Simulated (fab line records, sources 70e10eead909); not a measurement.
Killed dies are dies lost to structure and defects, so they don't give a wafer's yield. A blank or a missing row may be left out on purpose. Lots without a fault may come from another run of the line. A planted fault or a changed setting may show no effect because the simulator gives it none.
Tool commonality check | flow nand_harc | 11 lots, 33 wafers sampled

WHY IT WAS OPENED
At NHARC_P_ZERO_WELL_INSPECT_43 the reading raw_defect_count is flagged on 2 of 11 lots. Wafers without a fault read 13, standard deviation 5.9.
Rule: a lot is flagged when every wafer of it that has a number lies more than 4 standard deviations from that mean, or none has a number. The other lots count as sound.

lot  | measured    | on                | raw_defect_count, wafer by wafer | flag
L282 | day 2 01:27 | defect_inspect-02 | 14 23 11                         |
L286 | day 3 01:31 | defect_inspect-02 | 14 16 13                         |
L287 | day 3 07:44 | defect_inspect-01 | 11 14 8                          |
L290 | day 4 01:31 | defect_inspect-02 | 953 933 962                      | FLAGGED
L292 | day 4 14:16 | defect_inspect-01 | 996 931 924                      | FLAGGED
L294 | day 5 02:07 | defect_inspect-02 | 15 10 13                         |
L296 | day 5 13:29 | defect_inspect-01 | 15 9 15                          |
L297 | day 5 19:20 | defect_inspect-01 | 18 5 15                          |
L300 | day 6 13:22 | defect_inspect-01 | 9 17 19                          |
L302 | day 7 01:41 | defect_inspect-02 | 10 8 14                          |
L304 | day 7 13:23 | defect_inspect-02 | 7 10 3                           |
The numbers of the flagged lots are 950 on average: +937 against the usual, or +99 or more standard deviations.

WHICH TOOL RAN EACH LOT
The record holds 2 process steps before the reading, out of a route of 1159 steps. In each cell: the tool, then ch and the chambers that the sampled wafers went through, then the start.
lot  | flag    | NHARC_P_ZERO_WELL_ETCH_63       | NHARC_P_ZERO_WELL_PRECLEAN_68
L282 |         | rie_si-02 ch 0,1,2, day 1 19:40 | wet_bench-09 ch 1,3,6, day 2 00:22
L286 |         | rie_si-06 ch 2,3, day 2 19:33   | wet_bench-01 ch 0,5,7, day 3 00:23
L287 |         | rie_si-03 ch 0,3, day 3 01:41   | wet_bench-09 ch 0,3,7, day 3 06:38
L290 | FLAGGED | rie_si-06 ch 0,1,3, day 3 19:41 | wet_bench-09 ch 2,3,7, day 4 00:28
L292 | FLAGGED | rie_si-02 ch 1,2, day 4 07:40   | wet_bench-09 ch 2,3,4, day 4 12:34
L294 |         | rie_si-03 ch 0,1,2, day 4 20:08 | wet_bench-02 ch 2,3,6, day 5 01:02
L296 |         | rie_si-02 ch 2,3, day 5 07:34   | wet_bench-02 ch 2,6,7, day 5 12:18
L297 |         | rie_si-06 ch 1,2,3, day 5 13:40 | wet_bench-02 ch 1,2,7, day 5 18:17
L300 |         | rie_si-03 ch 0,1,2, day 6 07:32 | wet_bench-01 ch 0,1,4, day 6 12:17
L302 |         | rie_si-03 ch 0,2,3, day 6 19:40 | wet_bench-02 ch 0,2,4, day 7 00:37
L304 |         | rie_si-06 ch 0,2,3, day 7 07:32 | wet_bench-09 ch 2,4,7, day 7 12:19
What these steps do:
- NHARC_P_ZERO_WELL_ETCH_63: etches the open film in HBr/Cl2, target depth 120 nm, time 40.1 s.
- NHARC_P_ZERO_WELL_PRECLEAN_68: cleans in SC1, time 60 s.
- NHARC_P_ZERO_WELL_INSPECT_43

FLAGGED OVER TOTAL, TOOL BY TOOL (the gauges that took the reading come last)
step                          | tool              | lots run | flagged | share of the flagged lots | sound lots run after its first flagged lot
NHARC_P_ZERO_WELL_ETCH_63     | rie_si-02         | 3        | 1       | some                      | 1 (L296)
NHARC_P_ZERO_WELL_ETCH_63     | rie_si-03         | 4        | 0       | none                      | -
NHARC_P_ZERO_WELL_ETCH_63     | rie_si-06         | 4        | 1       | some                      | 2 (L297,L304)
NHARC_P_ZERO_WELL_PRECLEAN_68 | wet_bench-01      | 2        | 0       | none                      | -
NHARC_P_ZERO_WELL_PRECLEAN_68 | wet_bench-02      | 4        | 0       | none                      | -
NHARC_P_ZERO_WELL_PRECLEAN_68 | wet_bench-09      | 5        | 2       | all                       | 1 (L304)
NHARC_P_ZERO_WELL_INSPECT_43  | defect_inspect-01 | 5        | 1       | some                      | 3 (L296,L297,L300)
NHARC_P_ZERO_WELL_INSPECT_43  | defect_inspect-02 | 6        | 1       | some                      | 3 (L294,L302,L304)

WHAT THE TABLE ALLOWS
1 row of the table ran every flagged lot: wet_bench-09 at NHARC_P_ZERO_WELL_PRECLEAN_68.
- wet_bench-09 at NHARC_P_ZERO_WELL_PRECLEAN_68: 2 of its 5 lots flagged. Sound lots ran on it after the first flagged one (L304), which a lasting fault on the whole tool wouldn't allow.
No row of the table ran every flagged lot and no sound lot after the first.

WHAT THE SIMULATOR HAD PUT IN
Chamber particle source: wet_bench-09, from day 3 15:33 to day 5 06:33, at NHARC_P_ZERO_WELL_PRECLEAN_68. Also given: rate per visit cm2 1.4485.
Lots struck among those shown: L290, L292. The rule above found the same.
